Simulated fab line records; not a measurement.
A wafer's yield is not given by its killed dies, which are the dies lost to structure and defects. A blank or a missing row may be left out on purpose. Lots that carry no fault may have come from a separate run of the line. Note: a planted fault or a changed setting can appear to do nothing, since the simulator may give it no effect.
Which tool is to blame? / flow nandHarc / 18 wafers sampled from 6 lots at 1 step of a route of 1159

== WHAT THE GAUGES READ, wafer by wafer ==
NHARC_P_BONDPAD_INSPECT_23.
lot=L381; measured=day 7 05:04; on=defectInspect-01; rawDefectCount=396 337 229
lot=L382; measured=day 7 09:20; on=defectInspect-01; rawDefectCount=265 289 349
lot=L385; measured=day 8 03:25; on=defectInspect-01; rawDefectCount=224 320 206
lot=L387; measured=day 8 23:56; on=defectInspect-02; rawDefectCount=511 709 232
lot=L395; measured=day 10 17:18; on=defectInspect-02; rawDefectCount=332 339 338
lot=L399; measured=day 11 20:04; on=defectInspect-02; rawDefectCount=165 313 380

== EACH LOT AND THE TOOL THAT RAN IT (in order: tool; ch and the chambers of the sampled wafers; start) ==
The record holds no process step before these readings.

== THE ANSWER, worked out from the rows above alone ==
Rule: usual is defined by the lots themselves. The widest of any qualifying gaps counts: lots, ordered by their means at a reading, are off when they make up no more than a third of the lots, leave a main group of 4 or more, and stand apart from it by 3 or more times the standard deviation of that group's means. The tables above print the reading to a certain number of digits; a main group whose means all agree to those digits is not used. Also off: a lot with no number at a reading for which 4 or more lots have one. Where the step has rows for the other lots, those lots are counted as sound.
Off, at NHARC_P_BONDPAD_INSPECT_23 on rawDefectCount: L387. For the main group the mean is 299 and the standard deviation 30.
If a tool, at a process step before that reading, ran all the lots that are off and no sound lot after the first of them, it fits. Gauges at NHARC_P_BONDPAD_INSPECT_23: tried the same way as those tools. None of those tried fits.

== WHAT THE SIMULATOR HAD PUT IN ==
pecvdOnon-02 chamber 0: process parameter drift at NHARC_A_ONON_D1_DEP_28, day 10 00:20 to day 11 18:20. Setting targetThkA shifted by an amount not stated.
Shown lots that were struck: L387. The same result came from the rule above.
